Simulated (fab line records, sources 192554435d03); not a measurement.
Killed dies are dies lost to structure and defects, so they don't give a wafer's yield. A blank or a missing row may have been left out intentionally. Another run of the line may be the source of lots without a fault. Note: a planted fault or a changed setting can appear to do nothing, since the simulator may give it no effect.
fab line records :: flow n5_finfet
record
  lots=4
  wafers=12
  last_day=16
route steps=1938 shown WELL_APT@36 PMOS_HMC_CHANNEL_EPI@57 BEOL_M4@1111
lots untouched by any fault: they come from a run of this same line in which no faults occurred
start_h: the number of hours between the record's first day and the start of the first shown wafer of the lot :: wait_h: how many hours have passed since the lot's step before this one :: " same as the row above :: L1.1+2: a single row standing in for several wafers :: - no value present, or no start provided :: * or withheld: withheld :: < > ~ a bound
route shown NAME@n: a module of which the file shows steps, and the number in the route of the first :: usual: mean and standard deviation over wafers with no fault :: same: alike in all rows :: chamber/n: place in a boat :: sites: per-site readings :: _std_site: the standard deviation of these :: _edge_site: the outer-site mean with the inner-site mean subtracted :: radius_mm: how far each site lies from the wafer's centre :: mask NAME#n: copy n :: behind: the last tool/chamber to shape the wafer :: hold: what put the lot on hold/how long, in hours/how the hold closed :: device: the transistor (n, p or np) that didn't switch :: end of line: tests of these same wafers at the route's end :: a step without rows: its recipe alone :: killed: dies that structure and defects cost at the first sort, which is not the same as the wafer's yield :: map: per-die view of a wafer (x killed, . not killed, _ where there is no die)
set.NAME: the setting as run; set.NAME@STEP: as run at that earlier step :: model.NAME: the simulator's own value behind a step, which no gauge read
certain route steps with their lots: each step a table, each wafer a row
services: when a tool's chamber went out of use (start_h, in hours from the record's first day, below 0 if earlier), for how many hours, and the reason
## steps
# step N5_WELL_APT_COAT_19
# recipe
  spin_rpm=1357
  resist_thk_nm=950
# step N5_WELL_APT_EBR_21
# recipe
  solvent=PGMEA
  ebr_width_mm=1.5
# step N5_WELL_APT_SOFTBAKE_20
# recipe
  temp_c=130
  time_s=60
# step N5_WELL_APT_EXPOSE_22
# recipe
  mask_id=PWELL
  na=0.8
  source_shape=conventional
  sigma_outer=0.8
  polarization=unpolarized
  defocus_nm=0
  target_cd_nm=200
  dose_mj=23.2
# step N5_WELL_APT_PEB_23
# recipe
  peb_temp_c=130
  peb_time_s=90
# step N5_WELL_APT_DEVELOP_24
# recipe
  develop_time_s=45
  rinse_liquid=surfactant_rinse
  dry=air_spin
  dev_temp_c=21
# step N5_WELL_APT_HARDBAKE_29
# recipe
  temp_c=130
  time_s=120
# step N5_WELL_APT_DESCUM_30
# recipe
  chemistry=O2
  time_s=7.9
  source_power_w=50
  bias_power_w=20
  pressure_mtorr=20
  rf_frequency_hz=2.712e+07
  temp_c=40
  o2_flow_sccm=225
# step N5_WELL_APT_IMPLANT_31
# recipe
  species=B
  energy_kev=60
  dose_cm2=1.5e+13
  tilt_deg=0
  rotation_deg=0
# step N5_WELL_APT_IMPLANT_32
# recipe
  species=BF2
  energy_kev=50
  dose_cm2=2e+13
  tilt_deg=0
  rotation_deg=0
# usual
  dose_ions_cm2=1.9998e+13/2.6e+10
  faraday_current_uA=254/4.4
  tilt_deg=-0.002/0.021
lot.wafer: L819.1
tool: implanter-02
chamber: 0
start_h: 57.31
wait_h: 0.1
dose_ions_cm2: 2.0009e+13
faraday_current_uA: 260
tilt_deg: -0.008

lot.wafer: L819.2
tool: implanter-02
chamber: 0
start_h: 57.31
wait_h: 0.1
dose_ions_cm2: 2.0017e+13
faraday_current_uA: 255
tilt_deg: 0.042

lot.wafer: L819.5
tool: implanter-02
chamber: 0
start_h: 57.31
wait_h: 0.1
dose_ions_cm2: 2.0021e+13
faraday_current_uA: 259
tilt_deg: 0.010

lot.wafer: L826.2
tool: implanter-01
chamber: 0
start_h: 99.30
wait_h: 0.1
dose_ions_cm2: 1.9962e+13
faraday_current_uA: 259
tilt_deg: -0.011

lot.wafer: L826.4
tool: implanter-01
chamber: 0
start_h: 99.30
wait_h: 0.1
dose_ions_cm2: 1.9978e+13
faraday_current_uA: 252
tilt_deg: -0.020

lot.wafer: L826.6
tool: implanter-01
chamber: 0
start_h: 99.30
wait_h: 0.1
dose_ions_cm2: 1.996e+13
faraday_current_uA: 250
tilt_deg: -0.015

lot.wafer: L827.4
tool: implanter-02
chamber: 0
start_h: 105.34
wait_h: 0.1
dose_ions_cm2: 1.1818e+13
faraday_current_uA: 150
tilt_deg: -0.014

lot.wafer: L827.5
tool: implanter-02
chamber: 0
start_h: 105.34
wait_h: 0.1
dose_ions_cm2: 1.1814e+13
faraday_current_uA: 147
tilt_deg: 0.045

lot.wafer: L827.6
tool: implanter-02
chamber: 0
start_h: 105.34
wait_h: 0.1
dose_ions_cm2: 1.1869e+13
faraday_current_uA: 153
tilt_deg: 0.021

lot.wafer: L832.1
tool: implanter-02
chamber: 0
start_h: 135.31
wait_h: 0.1
dose_ions_cm2: 1.1847e+13
faraday_current_uA: 152
tilt_deg: 0.002

lot.wafer: L832.5
tool: implanter-02
chamber: 0
start_h: 135.31
wait_h: 0.1
dose_ions_cm2: 1.1827e+13
faraday_current_uA: 148
tilt_deg: 0.005

lot.wafer: L832.6
tool: implanter-02
chamber: 0
start_h: 135.31
wait_h: 0.1
dose_ions_cm2: 1.1837e+13
faraday_current_uA: 145
tilt_deg: -0.011
# step N5_WELL_APT_STRIP_33
# recipe
  chemistry=SPM
  time_s=900
  temp_c=130
  h2so4_h2o2_vol_ratio=4
  dry=ipa_marangoni
# step N5_WELL_APT_RTA_34
# recipe
  temp_c=1000
  time_s=10
  ambient=N2
  idle_temp_c=600
  ramp_up_c_per_s=150
  ramp_down_c_per_s=60
  cool_to_c=600
# step N5_WELL_APT_OXIDE_STRIP_42
# recipe
  chemistry=dHF
  dilution=25:1
  time_s=45
  temp_c=25
  target=SiO2
  target_depth_a=120
# step N5_WELL_APT_PRECLEAN_36
# recipe
  chemistry=O3/DIW
  time_s=45
  temp_c=22
  o3_ppm=10
# step N5_WELL_APT_PRECLEAN_39
# recipe
  chemistry=dHF
  time_s=60
  dilution=150:1
  temp_c=25
# step N5_WELL_APT_SRD_37
# recipe
  dry=ipa_marangoni
  do_ppb=5
  time_s=30
  temp_c=23
  rinse_liquid=diw
# step N5_WELL_APT_EPI_41
# recipe
  material=Si
  target_thk_a=500
  temp_c=650
  precursor=SiH4/H2
  pressure_torr=20
  time_s=297.7
# step N5_PMOS_HMC_CHANNEL_EPI_HM_DEP_34
# recipe
  material=SiO2
  target_thk_a=360
  temp_c=400
  precursor=TEOS/O2
  pressure_torr=6.5
  rf_w=900
  teos_flow_sccm=161.4
  gas=O2
  flow_sccm=2650
  time_s=6.9
# step N5_PMOS_HMC_CHANNEL_EPI_COAT_31
# recipe
  resist=BARC
  temp_c=205
  time_s=60
  spin_rpm=1500
  resist_thk_nm=66
# step N5_PMOS_HMC_CHANNEL_EPI_COAT_03
# recipe
  resist=CAR-ArF-block
  spin_rpm=1500
  resist_thk_nm=205
# step N5_PMOS_HMC_CHANNEL_EPI_EBR_05
# recipe
  solvent=PGMEA
  ebr_width_mm=1.5
# step N5_PMOS_HMC_CHANNEL_EPI_SOFTBAKE_04
# recipe
  temp_c=110
  time_s=60
  resist=CAR-ArF-block
# step N5_PMOS_HMC_CHANNEL_EPI_EXPOSE_06
# recipe
  mask_id=PMOS_HMC_BLK
  na=1.35
  source_shape=conventional
  sigma_outer=0.8
  polarization=unpolarized
  target_cd_nm=240
  dose_mj=41
# step N5_PMOS_HMC_CHANNEL_EPI_PEB_07
# recipe
  peb_temp_c=110
  peb_time_s=60
  resist=CAR-ArF-block
# step N5_PMOS_HMC_CHANNEL_EPI_DEVELOP_08
# recipe
  develop_time_s=30
  developer=TMAH
  resist=CAR-ArF-block
  dev_temp_c=23
  rinse_liquid=diw
  dry=air_spin
# step N5_PMOS_HMC_CHANNEL_EPI_DESCUM_14
# recipe
  chemistry=O2
  time_s=7.9
  source_power_w=50
  bias_power_w=20
  pressure_mtorr=20
  rf_frequency_hz=2.712e+07
  temp_c=40
  resist=CAR-ArF-block
  o2_flow_sccm=225
# step N5_PMOS_HMC_CHANNEL_EPI_ETCH_32
# recipe
  chemistry=N2/H2
  target=BARC
  stop_on=SiO2
  target_depth_a=858
  over_etch_frac=0.3
  time_s=50.3
  ion_energy_ev=200
  mask_material=CAR-ArF-block
  pressure_mtorr=30
  source_w=840
  bias_w=150
  n2_flow_sccm=200
  h2_flow_sccm=200
# step N5_PMOS_HMC_CHANNEL_EPI_HM_OPEN_15
# recipe
  chemistry=CHF3/O2
  target=SiO2
  mask_material=CAR-ArF-block
  target_depth_a=406
  CHF3_flow_sccm=50
  O2_flow_sccm=5
  Ar_flow_sccm=200
  time_s=20.3
  pressure_mtorr=30
  source_w=650
  bias_w=170
  ion_energy_ev=200
# step N5_PMOS_HMC_CHANNEL_EPI_STRIP_33
# recipe
  chemistry=N2/H2
  power_w=500
  temp_c=40
  pressure_mtorr=50
  rf_frequency_hz=6e+07
  overash_fraction=0.3
  bias_power_w=8
  h2_frac=0.5
  n2_flow_sccm=300
  h2_flow_sccm=300
# step N5_PMOS_HMC_CHANNEL_EPI_STRIP_17
# recipe
  chemistry=SPM
  time_s=750
  temp_c=130
  h2so4_h2o2_vol_ratio=4
  dry=ipa_marangoni
# step N5_PMOS_HMC_CHANNEL_EPI_ETCH_38
# recipe
  chemistry=CF4
  target=SiO2
  target_depth_a=15
  ion_energy_ev=350
  pressure_mtorr=10
  icp_w=800
  bias_w=400
  cf4_flow_sccm=80
# step N5_PMOS_HMC_CHANNEL_EPI_FIN_RECESS_16
# recipe
  chemistry=HBr/Cl2
  target=Si
  mask_material=SiO2
  target_depth_a=540
  time_s=18
  pressure_mtorr=10
  icp_w=800
  bias_w=75
  HBr_flow_sccm=150
  Cl2_flow_sccm=80
# step N5_PMOS_HMC_CHANNEL_EPI_PRECLEAN_36
# recipe
  chemistry=O3/DIW
  time_s=45
  temp_c=22
  o3_ppm=10
# step N5_PMOS_HMC_CHANNEL_EPI_PRECLEAN_18
# recipe
  chemistry=DHF
  time_s=30
  temp_c=25
  dilution=withheld
# step N5_PMOS_HMC_CHANNEL_EPI_SRD_19
# recipe
  dry=ipa_marangoni
  do_ppb=5
  time_s=30
  temp_c=23
  rinse_liquid=diw
# step N5_BEOL_M4_RC_MEAS_101
# usual
  CJ_N=4.34/0.069
  DIBL_N=36.5/1.4
  DIBL_P=36.9/1.7
  IOFF_N=0.163/0.023
  IOFF_P=0.22/0.032
  ION_N=673/9
  ION_P=462/7.5
  SS_N=71.6/0.54
  SS_P=73.4/0.62
  VT_N=249.8/2.8
  VT_P=-250/3.5
lot.wafer: L819.1
tool: prober-01
chamber: 0
start_h: 210.67
wait_h: 0.0
CJ_N: 4.34
DIBL_N[mV/V]: 38.9
DIBL_P[mV/V]: 38.9
IOFF_N[nA/um]: 0.203
IOFF_P[nA/um]: 0.24
ION_N[uA/um]: 691
ION_P[uA/um]: 460
SS_N[mV/dec]: 72.4
SS_P[mV/dec]: 74.7
VT_N[mV]: 245.2
VT_P[mV]: -249

lot.wafer: L819.2
tool: prober-01
chamber: 0
start_h: 210.67
wait_h: 0.0
CJ_N: 4.33
DIBL_N[mV/V]: 34.2
DIBL_P[mV/V]: 33.7
IOFF_N[nA/um]: 0.127
IOFF_P[nA/um]: 0.16
ION_N[uA/um]: 656
ION_P[uA/um]: 451
SS_N[mV/dec]: 71.7
SS_P[mV/dec]: 72.0
VT_N[mV]: 254.4
VT_P[mV]: -255

lot.wafer: L819.5
tool: prober-01
chamber: 0
start_h: 210.67
wait_h: 0.0
CJ_N: 4.31
DIBL_N[mV/V]: 35.4
DIBL_P[mV/V]: 35.7
IOFF_N[nA/um]: 0.148
IOFF_P[nA/um]: 0.18
ION_N[uA/um]: 670
ION_P[uA/um]: 460
SS_N[mV/dec]: 71.7
SS_P[mV/dec]: 72.7
VT_N[mV]: 247.3
VT_P[mV]: -256

lot.wafer: L827.4
tool: prober-01
chamber: 0
start_h: 251.01
wait_h: 0.5
CJ_N: 3.36
DIBL_N[mV/V]: 36.5
DIBL_P[mV/V]: 36.3
IOFF_N[nA/um]: 0.161
IOFF_P[nA/um]: 0.20
ION_N[uA/um]: 687
ION_P[uA/um]: 466
SS_N[mV/dec]: 71.5
SS_P[mV/dec]: 73.4
VT_N[mV]: 249.7
VT_P[mV]: -251

lot.wafer: L827.5
tool: prober-01
chamber: 0
start_h: 251.01
wait_h: 0.5
CJ_N: 3.41
DIBL_N[mV/V]: 37.9
DIBL_P[mV/V]: 37.4
IOFF_N[nA/um]: 0.198
IOFF_P[nA/um]: 0.22
ION_N[uA/um]: 693
ION_P[uA/um]: 470
SS_N[mV/dec]: 72.3
SS_P[mV/dec]: 73.4
VT_N[mV]: 246.4
VT_P[mV]: -250

lot.wafer: L827.6
tool: prober-01
chamber: 0
start_h: 251.01
wait_h: 0.5
CJ_N: 3.35
DIBL_N[mV/V]: 38.2
DIBL_P[mV/V]: 38.5
IOFF_N[nA/um]: 0.208
IOFF_P[nA/um]: 0.25
ION_N[uA/um]: 682
ION_P[uA/um]: 468
SS_N[mV/dec]: 72.2
SS_P[mV/dec]: 74.0
VT_N[mV]: 246.2
VT_P[mV]: -248

lot.wafer: L826.2
tool: prober-02
chamber: 0
start_h: 258.94
wait_h: 0.2
CJ_N: 4.35
DIBL_N[mV/V]: 37.3
DIBL_P[mV/V]: 38.2
IOFF_N[nA/um]: 0.175
IOFF_P[nA/um]: 0.24
ION_N[uA/um]: 669
ION_P[uA/um]: 470
SS_N[mV/dec]: 71.9
SS_P[mV/dec]: 73.6
VT_N[mV]: 250.3
VT_P[mV]: -247

lot.wafer: L826.4
tool: prober-02
chamber: 0
start_h: 258.94
wait_h: 0.2
CJ_N: 4.34
DIBL_N[mV/V]: 39.0
DIBL_P[mV/V]: 40.7
IOFF_N[nA/um]: 0.220
IOFF_P[nA/um]: 0.30
ION_N[uA/um]: 691
ION_P[uA/um]: 478
SS_N[mV/dec]: 71.2
SS_P[mV/dec]: 74.4
VT_N[mV]: 243.9
VT_P[mV]: -245

lot.wafer: L826.6
tool: prober-02
chamber: 0
start_h: 258.94
wait_h: 0.2
CJ_N: 4.32
DIBL_N[mV/V]: 37.0
DIBL_P[mV/V]: 38.4
IOFF_N[nA/um]: 0.173
IOFF_P[nA/um]: 0.25
ION_N[uA/um]: 680
ION_P[uA/um]: 471
SS_N[mV/dec]: 71.3
SS_P[mV/dec]: 73.1
VT_N[mV]: 249.1
VT_P[mV]: -246

lot.wafer: L832.1
tool: prober-02
chamber: 0
start_h: 282.12
wait_h: 0.0
CJ_N: 3.27
DIBL_N[mV/V]: 35.6
DIBL_P[mV/V]: 36.2
IOFF_N[nA/um]: 0.148
IOFF_P[nA/um]: 0.17
ION_N[uA/um]: 665
ION_P[uA/um]: 451
SS_N[mV/dec]: 71.0
SS_P[mV/dec]: 73.5
VT_N[mV]: 252.0
VT_P[mV]: -255

lot.wafer: L832.5
tool: prober-02
chamber: 0
start_h: 282.12
wait_h: 0.0
CJ_N: 3.27
DIBL_N[mV/V]: 35.2
DIBL_P[mV/V]: 36.6
IOFF_N[nA/um]: 0.149
IOFF_P[nA/um]: 0.17
ION_N[uA/um]: 673
ION_P[uA/um]: 450
SS_N[mV/dec]: 71.2
SS_P[mV/dec]: 73.3
VT_N[mV]: 250.5
VT_P[mV]: -252

lot.wafer: L832.6
tool: prober-02
chamber: 0
start_h: 282.12
wait_h: 0.0
CJ_N: 3.31
DIBL_N[mV/V]: 35.3
DIBL_P[mV/V]: 36.0
IOFF_N[nA/um]: 0.148
IOFF_P[nA/um]: 0.16
ION_N[uA/um]: 667
ION_P[uA/um]: 451
SS_N[mV/dec]: 71.9
SS_P[mV/dec]: 72.9
VT_N[mV]: 251.1
VT_P[mV]: -258
## services
tool: implanter-01
chamber: -
start_h: 103.34
hours: 4.9
kind: pm
## key
first_sign
  step=N5_WELL_APT_IMPLANT_32
  reading=dose_ions_cm2
  direction=down
  sigmas=99+
  usual=1.9998e+13
  struck=1.1835e+13
effect
  step=N5_WELL_APT_IMPLANT_32
  reading=faraday_current_uA
  direction=down
  sigmas=24
  usual=254
  struck=149
effect
  step=N5_BEOL_M4_RC_MEAS_101
  reading=CJ_N
  direction=down
  sigmas=15
  usual=4.34
  struck=3.33
met_at N5_WELL_APT_IMPLANT_32
struck_wafers L827.4,L827.5,L827.6,L832.1,L832.5,L832.6
onset_between 57.31 105.34
fault
  kind=process_parameter_drift
  tool=implanter-02
  chamber=-
  onset_h=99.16
  steps=N5_WELL_APT_IMPLANT_32
  channel=dose_cm2
  offset=-8.1636e+12
  shape=step
  end_h=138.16
  acts_in=these_recipes_only
  stated=2e+13
